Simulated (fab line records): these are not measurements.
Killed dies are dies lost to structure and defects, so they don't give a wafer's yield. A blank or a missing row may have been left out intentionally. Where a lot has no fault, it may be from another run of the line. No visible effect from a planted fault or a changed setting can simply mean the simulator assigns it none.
fab line records	flow nandHarc
record: lots: 24	wafers: 72	lastDay: 24
route steps=1159 shown A_STAIRCASE@562
lots that met no fault: taken from a fault-free run of the same line
startH: start of the lot's first displayed wafer, in hours after the record's first day	waitH: how many hours have passed since the lot's step before this one	" unchanged from the row above	L1.1+2: a single row standing in for several wafers	- no value present, or no start provided	* or withheld: withheld	< > ~ a bound
route shown NAME@n: names a module that has steps shown in the file, with the first one's number in the route	usual: mean/standard deviation of fault-free wafers	same: alike in all rows	chamber/n: place in a boat	sites: the reading at each site	_std_site: standard deviation of those values	_edge_site: the outer-site mean with the inner-site mean subtracted	radiusMm: for every site, how far away it sits from the centre of the wafer	mask NAME#n: copy n	behind: the tool/chamber that last shaped the wafer	hold: why the lot was held/for how many hours/how that ended	device: which transistor (n, p or np) failed to switch	end of line: the same wafers' tests at the end of the route	a step without rows: its recipe alone	killed: the dies lost at the first sort to structure and to defects; this is not the yield of the wafer	map: dies across one wafer; x = killed, . = not, _ = none there
set.NAME: the run value of the setting; set.NAME@STEP: its run value at that earlier step	model.NAME: the simulator's own value behind a step, which no gauge read
one table for each step of the route and one row for each wafer, over a sample of lots
services: a tool's chamber out of use, with start hour (startH, from the record's first day; less than 0 if before it), hours out, and reason
== steps ==
step: NHARC_A_STAIRCASE_ETCH_25
recipe: targetDepthA: 1000	timeS: 40.5	ionEnergyEv: 400	c4f8FlowSccm: 20	o2FlowSccm: 10	arFlowSccm: withheld	rfW: 600	biasW: 1000	chemistry: C4F8/O2
usual: oesProductAu: 0.946/0.0099	rfVppV: 896/6.3
lot.wafer	tool	chamber	startH	waitH	oesProductAu	rfHoursCounterH	rfVppV
L075.3	rieDiel-13	1	-	-	0.947	44	898
L075.2	"	0	"	"	0.938	50	901
L075.5	"	2	"	"	0.946	-	888
L076.3	rieDiel-03	1	-	-	0.951	9	900
L076.2	"	2	"	"	0.936	8	899
L076.6	"	1	"	"	0.952	-	899
L077.3	rieDiel-13	0	-	-	0.940	51	899
L077.2	"	2	"	"	0.945	50	888
L077.5	"	0	"	"	0.926	-	899
L074.2	rieDiel-06	1	-	-	0.941	1	893
L074.4	"	2	"	"	0.968	1	905
L074.6	"	3	"	"	0.961	-	889
L078.3	rieDiel-03	1	-	-	0.952	15	900
L078.2	"	2	"	"	0.930	14	899
L078.5	"	2	"	"	0.930	-	899
L080.2	rieDiel-06	0	-	-	0.938	5	890
L080.6	"	0	"	"	0.936	-	890
L080.5	"	1	"	"	0.958	-	893
L079.4	rieDiel-03	3	-	-	0.945	13	904
L079.3	"	0	"	"	0.925	13	895
L079.5	"	2	"	"	0.936	-	901
L081.4	rieDiel-13	1	-	-	0.956	55	897
L081.2	"	2	"	"	0.944	59	887
L081.6	"	0	"	"	0.946	-	901
L082.3	rieDiel-06	2	-	-	0.956	11	905
L082.2	"	3	"	"	0.951	7	890
L082.6	"	1	"	"	0.934	-	891
L083.2	rieDiel-06	3	-	-	0.944	14	890
L083.3	"	0	"	"	0.935	21	889
L083.1	"	2	"	"	0.961	17	906
L085.3	rieDiel-13	2	-	-	0.946	3	889
L085.2	"	3	"	"	0.946	5	906
L085.4	"	0	"	"	0.934	4	900
L084.4	rieDiel-13	3	-	-	0.959	6	906
L084.3	"	0	"	"	0.949	5	901
L084.5	"	0	"	"	0.962	-	899
L087.3	rieDiel-06	1	-	-	0.955	23	892
L087.1	"	2	"	"	0.962	21	904
L087.6	"	0	"	"	0.935	-	889
L086.4	rieDiel-13	0	-	-	0.941	7	900
L086.3	"	1	"	"	0.954	7	898
L086.1	"	3	"	"	0.951	7	905
L088.2	rieDiel-13	0	-	-	0.948	9	900
L088.5	"	0	"	"	0.942	-	901
L088.6	"	1	"	"	0.944	-	898
L089.1	rieDiel-06	2	-	-	0.959	31	905
L089.2	"	3	"	"	0.947	28	890
L089.6	"	1	"	"	0.955	-	893
L090.2	rieDiel-13	0	-	-	0.950	13	899
L090.5	"	1	"	"	0.949	-	897
L090.6	"	2	"	"	0.959	-	888
L091.2	rieDiel-13	2	-	-	0.941	15	887
L091.3	"	0	"	"	0.948	18	899
L091.6	"	2	"	"	0.930	-	886
L092.2	rieDiel-13	1	-	-	0.943	18	899
L092.3	"	2	"	"	0.931	15	886
L092.6	"	0	"	"	0.948	-	900
L093.2	rieDiel-13	1	-	-	0.945	20	898
L093.3	"	2	"	"	0.943	18	887
L093.5	"	1	"	"	0.945	-	897
L094.3	rieDiel-03	2	-	-	0.941	48	902
L094.4	"	3	"	"	0.932	45	905
L094.5	"	2	"	"	0.943	-	899
L096.3	rieDiel-13	2	-	-	0.946	23	887
L096.6	"	3	"	"	0.945	-	906
L096.5	"	0	"	"	0.946	-	901
L095.2	rieDiel-13	0	-	-	0.934	27	899
L095.4	"	1	"	"	0.952	27	897
L095.1	"	2	"	"	0.961	24	887
L097.2	rieDiel-06	3	-	-	0.948	49	888
L097.5	"	3	"	"	0.930	-	889
L097.6	"	0	"	"	0.937	-	890
step: NHARC_A_STAIRCASE_STRIP_175
recipe: powerW: 1500	tempC: 250	chemistry: O2
usual: drypumpMotorCurrentA: 5.7/0.32	heaterPowerW: 349/28
lot.wafer	tool	chamber	startH	waitH	drypumpMotorCurrentA	heaterPowerW	rfHoursCounterH
L075.2	plasmaAsher-02	0	251.09	0.3	6.0	409	18
L075.3	"	1	"	"	5.3	326	-
L075.5	"	0	"	"	6.0	398	-
L076.2	plasmaAsher-01	1	251.13	0.1	5.5	321	47
L076.3	"	0	"	"	6.0	317	-
L076.6	"	0	"	"	6.0	316	-
L077.2	plasmaAsher-01	1	254.31	0.1	5.5	329	47
L077.3	"	1	"	"	5.5	327	-
L077.5	"	1	"	"	5.4	327	-
L074.2	plasmaAsher-02	0	254.86	0.1	6.0	396	19
L074.4	"	0	"	"	6.0	392	-
L074.6	"	0	"	"	6.0	409	-
L078.2	plasmaAsher-02	0	259.64	0.3	6.0	409	23
L078.3	"	1	"	"	5.3	335	-
L078.5	"	0	"	"	6.0	394	-
L080.2	plasmaAsher-02	0	261.56	0.1	6.0	394	24
L080.6	"	0	"	"	6.0	395	-
L080.5	"	1	"	"	5.3	331	-
L079.4	plasmaAsher-01	0	261.70	0.2	6.0	316	-
L079.3	"	1	"	"	5.4	322	-
L079.5	"	0	"	"	6.0	320	-
L081.2	plasmaAsher-02	1	274.27	0.1	5.3	343	28
L081.4	"	1	"	"	5.3	327	-
L081.6	"	0	"	"	6.0	394	-
L082.2	plasmaAsher-02	1	274.65	0.1	5.3	331	29
L082.3	"	1	"	"	5.3	336	-
L082.6	"	0	"	"	6.0	403	-
L083.2	plasmaAsher-01	0	295.14	0.1	6.1	343	2
L083.1	"	1	"	"	5.4	341	2
L083.3	"	1	"	"	5.4	342	-
L085.2	plasmaAsher-01	0	302.31	0.2	6.0	327	4
L085.4	"	0	"	"	6.0	337	-
L085.3	"	1	"	"	5.4	347	-
L084.3	plasmaAsher-02	1	305.50	0.2	5.3	328	-
L084.4	"	0	"	"	6.0	406	-
L084.5	"	0	"	"	6.0	395	-
L087.1	plasmaAsher-02	1	311.44	0.1	5.3	341	41
L087.3	"	0	"	"	6.0	399	-
L087.6	"	1	"	"	5.3	325	-
L086.1	plasmaAsher-01	1	311.48	0.1	5.4	341	8
L086.3	"	0	"	"	6.0	330	-
L086.4	"	1	"	"	5.4	345	-
L088.2	plasmaAsher-01	1	316.22	0.1	5.4	342	10
L088.6	"	0	"	"	6.0	337	-
L088.5	"	1	"	"	5.5	348	-
L089.1	plasmaAsher-02	0	331.53	0.1	6.0	397	47
L089.2	"	1	"	"	5.3	337	47
L089.6	"	1	"	"	5.3	328	-
L090.2	plasmaAsher-01	1	332.97	0.1	5.4	340	15
L090.5	"	1	"	"	5.5	350	-
L090.6	"	0	"	"	6.1	331	-
L091.2	plasmaAsher-02	0	343.70	0.1	6.0	392	50
L091.3	"	1	"	"	5.3	334	-
L091.6	"	0	"	"	6.0	396	-
L092.2	plasmaAsher-01	0	344.02	0.1	6.0	339	18
L092.3	"	0	"	"	6.0	334	-
L092.6	"	0	"	"	6.0	347	-
L093.2	plasmaAsher-01	0	351.62	0.1	6.0	336	21
L093.3	"	1	"	"	5.5	343	-
L093.5	"	0	"	"	6.0	335	-
L094.3	plasmaAsher-02	0	351.97	0.2	6.0	394	-
L094.4	"	1	"	"	5.3	331	-
L094.5	"	0	"	"	6.0	404	-
L096.3	plasmaAsher-01	1	366.32	0.2	5.4	341	-
L096.5	"	1	"	"	5.4	337	-
L096.6	"	0	"	"	6.0	330	-
L095.1	plasmaAsher-01	1	371.07	0.1	5.5	341	31
L095.2	"	0	"	"	6.1	332	31
L095.4	"	0	"	"	6.0	331	-
L097.2	plasmaAsher-01	0	380.72	0.3	6.0	334	34
L097.6	"	0	"	"	6.0	330	-
L097.5	"	1	"	"	5.4	334	-
step: NHARC_A_STAIRCASE_ETCH_221
recipe: targetDepthA: 1000	timeS: 40.5	ionEnergyEv: 400	c4f8FlowSccm: 20	o2FlowSccm: 10	arFlowSccm: withheld	rfW: 600	biasW: 1000	chemistry: C4F8/O2
usual: oesProductAu: 0.937/0.016	rfVppV: 896/6.4
lot.wafer	tool	chamber	startH	waitH	oesProductAu	rfHoursCounterH	rfVppV
L075.3	rieDiel-06	2	-	-	0.936	3	906
L075.2	"	0	"	"	0.931	4	890
L075.5	"	2	"	"	0.927	-	906
L076.2	rieDiel-03	2	-	-	0.933	14	900
L076.3	"	3	"	"	0.930	11	905
L076.6	"	1	"	"	0.945	-	899
L077.2	rieDiel-13	1	-	-	0.971	49	898
L077.3	"	0	"	"	0.952	55	900
L077.5	"	1	"	"	0.959	-	897
L074.2	rieDiel-03	1	-	-	0.979	16	899
L074.4	"	0	"	"	0.937	13	894
L074.6	"	2	"	"	0.933	-	898
L078.2	rieDiel-03	3	-	-	0.938	14	906
L078.3	"	0	"	"	0.930	15	894
L078.5	"	3	"	"	0.955	-	906
L080.2	rieDiel-06	2	-	-	0.937	8	905
L080.6	"	0	"	"	0.930	-	889
L080.5	"	1	"	"	0.932	-	894
L079.4	rieDiel-13	1	-	-	0.923	53	896
L079.3	"	0	"	"	0.924	60	901
L079.5	"	1	"	"	0.921	-	897
L081.2	rieDiel-03	2	-	-	0.917	23	900
L081.4	"	3	"	"	0.927	22	906
L081.6	"	3	"	"	0.918	-	906
L082.2	rieDiel-06	3	-	-	0.916	10	889
L082.3	"	2	"	"	0.929	14	904
L082.6	"	3	"	"	0.919	-	889
L083.3	rieDiel-03	0	-	-	0.916	29	894
L083.1	"	1	"	"	0.952	30	898
L083.2	"	3	"	"	0.915	29	905
L085.3	rieDiel-06	1	-	-	0.962	21	892
L085.2	"	2	"	"	0.942	20	905
L085.4	"	3	"	"	0.943	17	889
L084.3	rieDiel-03	2	-	-	0.918	33	899
L084.4	"	3	"	"	0.924	32	906
L084.5	"	0	"	"	0.908	-	893
L086.1	rieDiel-13	0	-	-	0.954	9	901
L086.3	"	1	"	"	0.952	9	898
L086.4	"	3	"	"	0.948	-	906
L087.3	rieDiel-06	2	-	-	0.944	25	906
L087.1	"	0	"	"	0.928	28	889
L087.6	"	3	"	"	0.933	-	889
L088.2	rieDiel-03	3	-	-	0.934	35	907
L088.5	"	0	"	"	0.941	-	893
L088.6	"	1	"	"	0.942	-	899
L089.1	rieDiel-13	0	-	-	0.963	17	900
L089.2	"	1	"	"	0.947	16	898
L089.6	"	3	"	"	0.966	-	906
L090.2	rieDiel-06	1	-	-	0.944	33	892
L090.5	"	1	"	"	0.956	-	892
L090.6	"	2	"	"	0.933	-	905
L091.2	rieDiel-06	1	-	-	0.931	38	890
L091.3	"	2	"	"	0.932	39	903
L091.6	"	1	"	"	0.927	-	892
L092.2	rieDiel-03	0	-	-	0.918	47	894
L092.3	"	2	"	"	0.924	47	900
L092.6	"	3	"	"	0.914	-	905
L093.2	rieDiel-06	0	-	-	0.917	45	888
L093.3	"	1	"	"	0.919	41	892
L093.5	"	3	"	"	0.915	-	888
L094.3	rieDiel-13	0	-	-	0.940	22	900
L094.4	"	2	"	"	0.955	19	888
L094.5	"	3	"	"	0.950	-	906
L096.3	rieDiel-06	1	-	-	0.946	47	891
L096.6	"	2	"	"	0.938	-	906
L096.5	"	3	"	"	0.945	-	889
L095.2	rieDiel-13	1	-	-	0.945	30	898
L095.1	"	3	"	"	0.933	32	905
L095.4	"	0	"	"	0.928	31	900
L097.2	rieDiel-06	1	-	-	0.967	52	892
L097.6	"	0	"	"	0.942	-	889
L097.5	"	1	"	"	0.950	-	891
step: NHARC_A_STAIRCASE_ETCH_232
recipe: targetDepthA: 1000	timeS: 40.5	ionEnergyEv: 400	c4f8FlowSccm: 20	o2FlowSccm: 10	arFlowSccm: withheld	rfW: 600	biasW: 1000	chemistry: C4F8/O2
usual: oesProductAu: 0.944/0.013	rfVppV: 896/6.4
lot.wafer	tool	chamber	startH	waitH	oesProductAu	rfHoursCounterH	rfVppV
L075.3	rieDiel-13	0	-	-	0.943	54	899
L075.2	"	3	"	"	0.956	54	887
L075.5	"	0	"	"	0.949	-	901
L076.2	rieDiel-13	0	-	-	0.966	55	900
L076.3	"	2	"	"	0.945	52	889
L076.6	"	0	"	"	0.973	-	899
L077.2	rieDiel-13	0	-	-	0.931	56	898
L077.3	"	2	"	"	0.956	53	890
L077.5	"	0	"	"	0.942	-	901
L074.4	rieDiel-13	0	-	-	0.943	56	900
L074.2	"	1	"	"	0.943	50	897
L074.6	"	0	"	"	0.939	-	901
L078.2	rieDiel-13	0	-	-	0.935	59	901
L078.3	"	3	"	"	0.947	59	887
L078.5	"	0	"	"	0.938	-	900
L079.3	rieDiel-13	2	-	-	0.933	58	888
L079.4	"	3	"	"	0.947	61	887
L079.5	"	1	"	"	0.950	-	897
L080.2	rieDiel-13	0	-	-	0.941	61	898
L080.5	"	3	"	"	0.939	-	887
L080.6	"	0	"	"	0.934	-	899
L082.3	rieDiel-03	3	-	-	0.936	23	906
L082.2	"	2	"	"	0.938	24	900
L082.6	"	0	"	"	0.923	-	892
L081.4	rieDiel-03	3	-	-	0.922	23	906
L081.2	"	0	"	"	0.914	25	894
L081.6	"	2	"	"	0.927	-	900
L083.2	rieDiel-13	2	-	-	0.951	3	887
L083.1	"	3	"	"	0.951	5	906
L083.3	"	1	"	"	0.961	5	897
L085.4	rieDiel-06	2	-	-	0.956	21	905
L085.2	"	3	"	"	0.939	18	888
L085.3	"	1	"	"	0.951	23	893
L084.4	rieDiel-06	0	-	-	0.930	26	891
L084.3	"	1	"	"	0.952	25	892
L084.5	"	2	"	"	0.945	-	907
L086.3	rieDiel-03	1	-	-	0.945	38	899
L086.1	"	3	"	"	0.937	35	905
L086.4	"	0	"	"	0.930	37	894
L087.3	rieDiel-13	3	-	-	0.930	12	904
L087.1	"	0	"	"	0.935	10	899
L087.6	"	3	"	"	0.926	-	904
L088.2	rieDiel-13	1	-	-	0.947	12	896
L088.5	"	0	"	"	0.949	-	899
L088.6	"	1	"	"	0.937	-	898
L089.2	rieDiel-06	2	-	-	0.949	34	905
L089.1	"	3	"	"	0.941	32	889
L089.6	"	0	"	"	0.928	-	890
L090.2	rieDiel-06	1	-	-	0.972	34	892
L090.5	"	0	"	"	0.938	-	889
L090.6	"	1	"	"	0.964	-	893
L092.3	rieDiel-13	3	-	-	0.939	23	904
L092.2	"	0	"	"	0.923	21	900
L092.6	"	3	"	"	0.940	-	905
L091.2	rieDiel-06	2	-	-	0.948	40	906
L091.3	"	0	"	"	0.927	42	890
L091.6	"	2	"	"	0.937	-	906
L093.3	rieDiel-06	1	-	-	0.961	42	891
L093.2	"	2	"	"	0.940	43	905
L093.5	"	2	"	"	0.953	-	905
L094.4	rieDiel-13	1	-	-	0.943	22	898
L094.3	"	0	"	"	0.935	23	899
L094.5	"	1	"	"	0.943	-	897
L096.3	rieDiel-13	2	-	-	0.932	25	888
L096.6	"	1	"	"	0.946	-	898
L096.5	"	2	"	"	0.943	-	888
L095.4	rieDiel-13	0	-	-	0.935	31	900
L095.1	"	1	"	"	0.964	31	898
L095.2	"	2	"	"	0.946	28	888
L097.2	rieDiel-13	1	-	-	0.978	33	898
L097.6	"	0	"	"	0.934	-	901
L097.5	"	1	"	"	0.973	-	898
step: NHARC_A_STAIRCASE_ETCH_452
recipe: targetDepthA: 300	overetchA: 30	timeS: 16.5	ionEnergyEv: 100	cf4FlowSccm: 80	o2FlowSccm: 20	arFlowSccm: 0	rfW: 300	biasW: 100	chemistry: CF4/O2
usual: drypumpMotorCurrentA: 5.5/0.39	o2FlowSccm: 20.00/0.057	oesProductAu: 0.998/0.01	rfVppV: 197.7/1.7	showerheadPlenumPTorr: 1.33/0.072	throttleValvePct: 13.398/0.008
lot.wafer	tool	chamber	startH	waitH	drypumpMotorCurrentA	o2FlowSccm	oesProductAu	rfHoursCounterH	rfVppV	showerheadPlenumPTorr	throttleValvePct
L075.3	rieDiel-06	2	-	-	5.6	19.95	1.018	5	199.0	1.44	13.396
L075.2	"	1	"	"	5.0	19.93	0.997	6	197.7	1.30	13.397
L075.5	"	1	"	"	5.0	20.05	1.005	-	198.6	1.30	13.390
L076.2	rieDiel-13	2	-	-	5.5	19.98	0.996	56	195.0	1.25	13.413
L076.3	"	0	"	"	5.3	20.00	1.008	60	199.4	1.38	13.387
L076.6	"	2	"	"	5.5	19.92	1.013	-	196.0	1.25	13.390
L077.3	rieDiel-06	2	-	-	5.6	19.98	1.006	9	200.8	1.44	13.393
L077.2	"	0	"	"	5.7	20.02	0.989	10	197.6	1.27	13.382
L077.5	"	0	"	"	5.7	20.01	0.985	-	197.6	1.27	13.402
L074.2	rieDiel-06	3	-	-	6.1	19.94	1.003	5	196.2	1.27	13.414
L074.4	"	1	"	"	5.0	20.05	1.003	11	197.9	1.30	13.389
L074.6	"	3	"	"	6.1	19.99	1.001	-	197.2	1.27	13.413
L078.2	rieDiel-06	3	-	-	6.0	20.00	0.995	8	196.6	1.27	13.396
L078.3	"	2	"	"	5.5	19.88	1.011	13	199.4	1.44	13.384
L078.5	"	0	"	"	5.7	20.03	0.984	-	195.5	1.27	13.393
L079.4	rieDiel-03	3	-	-	5.5	19.94	0.995	21	199.2	1.44	13.388
L079.3	"	0	"	"	5.5	19.95	0.988	22	197.4	1.32	13.411
L079.5	"	3	"	"	5.5	19.95	0.985	-	199.9	1.44	13.407
L080.2	rieDiel-06	0	-	-	5.7	20.01	0.981	17	197.1	1.27	13.397
L080.6	"	0	"	"	5.7	20.04	0.977	-	197.3	1.27	13.404
L080.5	"	1	"	"	5.0	19.99	0.997	-	198.2	1.30	13.389
L082.2	rieDiel-06	0	-	-	5.6	20.07	0.990	20	197.5	1.27	13.402
L082.3	"	1	"	"	5.0	19.98	1.003	18	197.0	1.30	13.408
L082.6	"	1	"	"	5.0	19.98	0.998	-	196.2	1.30	13.393
L081.2	rieDiel-03	2	-	-	4.7	20.02	0.988	28	199.0	1.38	13.397
L081.4	"	0	"	"	5.5	19.99	0.994	27	197.2	1.31	13.405
L081.6	"	1	"	"	6.3	20.06	1.016	-	198.0	1.37	13.404
L083.3	rieDiel-03	3	-	-	5.5	20.01	0.982	31	199.0	1.44	13.398
L083.2	"	0	"	"	5.5	20.04	0.984	32	197.1	1.31	13.392
L083.1	"	2	"	"	4.7	19.91	0.997	32	197.3	1.38	13.399
L085.4	rieDiel-06	0	-	-	5.7	19.94	0.987	27	197.2	1.27	13.403
L085.2	"	2	"	"	5.6	20.00	1.012	24	200.0	1.44	13.404
L085.3	"	3	"	"	6.1	19.95	0.982	22	194.5	1.26	13.392
L084.3	rieDiel-13	0	-	-	5.3	20.04	1.006	10	200.1	1.38	13.402
L084.5	"	1	"	"	5.4	19.99	0.997	-	199.0	1.35	13.405
L084.4	"	3	"	"	5.8	19.93	1.008	-	199.3	1.44	13.382
L086.1	rieDiel-06	0	-	-	5.7	20.02	0.985	30	196.9	1.26	13.404
L086.3	"	1	"	"	5.0	19.96	0.990	29	196.3	1.29	13.389
L086.4	"	2	"	"	5.5	19.84	1.002	28	199.7	1.44	13.403
L087.3	rieDiel-06	1	-	-	5.0	20.04	1.020	29	197.2	1.29	13.420
L087.1	"	2	"	"	5.5	19.97	1.017	29	199.0	1.44	13.404
L087.6	"	3	"	"	6.1	20.02	0.990	-	196.8	1.26	13.396
L088.2	rieDiel-03	1	-	-	6.3	20.03	1.012	42	197.1	1.36	13.389
L088.6	"	3	"	"	5.5	19.94	0.981	-	198.9	1.44	13.393
L088.5	"	0	"	"	5.5	20.01	0.988	-	199.7	1.31	13.393
L089.1	rieDiel-06	2	-	-	5.6	20.05	1.007	38	201.0	1.44	13.398
L089.2	"	3	"	"	6.1	19.93	0.988	35	195.4	1.26	13.404
L089.6	"	2	"	"	5.6	20.04	0.999	-	200.6	1.44	13.402
L090.2	rieDiel-06	3	-	-	6.1	20.01	0.999	36	197.2	1.26	13.393
L090.5	"	1	"	"	5.0	19.95	1.016	-	195.7	1.29	13.406
L090.6	"	2	"	"	5.6	19.96	1.004	-	200.4	1.44	13.392
L092.2	rieDiel-06	0	-	-	5.7	20.00	0.989	45	196.7	1.26	13.399
L092.3	"	3	"	"	6.1	19.96	0.990	41	196.2	1.26	13.408
L092.6	"	1	"	"	5.0	20.03	1.004	-	196.9	1.29	13.382
L091.3	rieDiel-13	0	-	-	5.3	19.99	0.994	23	198.4	1.37	13.404
L091.2	"	1	"	"	5.4	19.95	1.007	22	197.8	1.35	13.388
L091.6	"	3	"	"	5.8	19.86	1.007	-	201.4	1.44	13.394
L093.2	rieDiel-06	1	-	-	5.0	19.93	1.006	45	198.2	1.29	13.408
L093.3	"	2	"	"	5.5	19.96	0.992	46	200.1	1.44	13.390
L093.5	"	0	"	"	5.7	20.01	0.984	-	197.7	1.26	13.405
L094.3	rieDiel-13	3	-	-	5.8	19.99	1.005	27	199.6	1.44	13.395
L094.4	"	0	"	"	5.3	19.92	0.997	25	199.1	1.37	13.399
L094.5	"	1	"	"	5.4	19.94	1.011	-	198.6	1.35	13.394
L096.3	rieDiel-03	2	-	-	4.7	20.06	0.996	56	198.1	1.37	13.380
L096.6	"	2	"	"	4.7	20.08	1.002	-	199.0	1.37	13.410
L096.5	"	3	"	"	5.5	19.99	0.991	-	200.7	1.43	13.395
L095.4	rieDiel-13	3	-	-	5.8	20.04	1.005	34	201.8	1.44	13.394
L095.2	"	0	"	"	5.3	20.08	0.993	33	199.0	1.37	13.414
L095.1	"	1	"	"	5.4	19.96	0.999	32	198.3	1.34	13.408
L097.2	rieDiel-06	2	-	-	5.6	20.03	1.003	56	198.8	1.43	13.405
L097.6	"	3	"	"	6.1	20.04	0.987	-	195.0	1.26	13.409
L097.5	"	0	"	"	5.7	19.93	0.993	-	194.1	1.26	13.407
step: NHARC_A_STAIRCASE_HM_DEP_462
recipe: targetThkA: 8000	tempC: 400	material: aC
usual: throttleValvePct: 35.000/0.0092
lot.wafer	tool	chamber	startH	waitH	throttleValvePct
L075.2	aclDep-01	0	268.32	1.2	34.990
L075.3	"	0	"	"	34.997
L075.5	"	0	"	"	35.006
L076.2	aclDep-02	0	272.49	2.2	34.996
L076.3	"	0	"	"	35.012
L076.6	"	0	"	"	35.009
L077.2	aclDep-02	0	274.34	2.9	34.984
L077.3	"	0	"	"	35.006
L077.5	"	0	"	"	34.987
L074.2	aclDep-01	0	276.11	2.5	35.004
L074.4	"	0	"	"	35.003
L074.6	"	0	"	"	34.986
L078.2	aclDep-01	0	280.15	0.7	35.018
L078.3	"	0	"	"	34.997
L078.5	"	0	"	"	34.987
L079.3	aclDep-02	0	285.86	4.5	34.993
L079.4	"	0	"	"	35.002
L079.5	"	0	"	"	35.000
L080.2	aclDep-03	0	286.66	2.2	34.996
L080.5	"	0	"	"	34.988
L080.6	"	0	"	"	35.013
L082.2	aclDep-03	0	295.25	1.2	34.979
L082.3	"	0	"	"	35.008
L082.6	"	0	"	"	35.008
L081.2	aclDep-02	0	295.56	0.7	34.978
L081.4	"	0	"	"	35.007
L081.6	"	0	"	"	34.994
L083.1	aclDep-01	0	311.09	0.1	35.015
L083.2	"	0	"	"	35.010
L083.3	"	0	"	"	34.991
L085.2	aclDep-01	0	319.19	1.4	34.988
L085.3	"	0	"	"	34.983
L085.4	"	0	"	"	34.998
L084.3	aclDep-02	0	322.94	0.7	34.997
L084.4	"	0	"	"	34.984
L084.5	"	0	"	"	35.008
L086.1	aclDep-01	0	330.79	2.0	34.997
L086.3	"	0	"	"	34.996
L086.4	"	0	"	"	35.017
L087.1	aclDep-01	0	332.64	2.8	35.012
L087.3	"	0	"	"	34.998
L087.6	"	0	"	"	34.987
L088.2	aclDep-01	0	334.76	2.5	34.999
L088.5	"	0	"	"	35.006
L088.6	"	0	"	"	35.012
L089.1	aclDep-02	0	349.11	0.9	35.001
L089.2	"	0	"	"	34.991
L089.6	"	0	350.64	2.4	34.986
L090.2	aclDep-03	0	351.20	1.7	34.998
L090.5	"	0	"	"	35.017
L090.6	"	0	"	"	35.007
L092.2	aclDep-01	0	362.88	1.4	34.988
L092.3	"	0	"	"	35.001
L092.6	"	0	"	"	35.002
L091.2	aclDep-02	0	364.25	1.7	35.010
L091.3	"	0	"	"	35.001
L091.6	"	0	"	"	35.003
L093.2	aclDep-01	0	368.10	0.4	34.997
L093.3	"	0	"	"	34.998
L093.5	"	0	"	"	35.002
L094.3	aclDep-02	0	370.22	0.7	34.988
L094.4	"	0	"	"	34.997
L094.5	"	0	"	"	34.996
L096.3	aclDep-01	0	386.51	0.7	34.998
L096.5	"	0	"	"	34.994
L096.6	"	0	"	"	35.000
L095.1	aclDep-02	0	387.46	0.1	35.009
L095.2	"	0	"	"	35.014
L095.4	"	0	"	"	35.007
L097.2	aclDep-02	0	401.00	0.4	35.008
L097.5	"	0	"	"	35.003
L097.6	"	0	"	"	34.992
== services ==
tool	chamber	startH	hours	kind
rieDiel-13	0	230.89	-	clean
rieDiel-13	1	230.89	-	clean
rieDiel-13	2	230.89	-	clean
rieDiel-13	3	230.89	-	clean
rieDiel-06	-	241.51	9.0	pm
rieDiel-13	0	255.39	-	clean
rieDiel-13	1	255.39	-	clean
rieDiel-13	2	255.39	-	clean
rieDiel-13	3	255.39	-	clean
rieDiel-06	3	263.77	7.5	repair
rieDiel-13	-	270.66	0.1	repair
rieDiel-13	0	276.05	9.0	ventCycle
plasmaAsher-01	-	276.23	9.0	pm
rieDiel-06	2	288.44	2.8	repair
rieDiel-13	2	288.70	9.7	repair
aclDep-01	-	293.36	13.0	pm
rieDiel-13	2	316.71	5.8	repair
rieDiel-13	-	339.31	0.8	repair
aclDep-02	-	350.94	13.0	pm
plasmaAsher-02	-	360.76	9.0	pm
rieDiel-03	1	370.70	3.7	repair
rieDiel-03	2	373.90	5.3	repair
plasmaAsher-01	-	379.44	0.9	repair
rieDiel-03	-	392.98	9.0	pm
== key ==
fault none
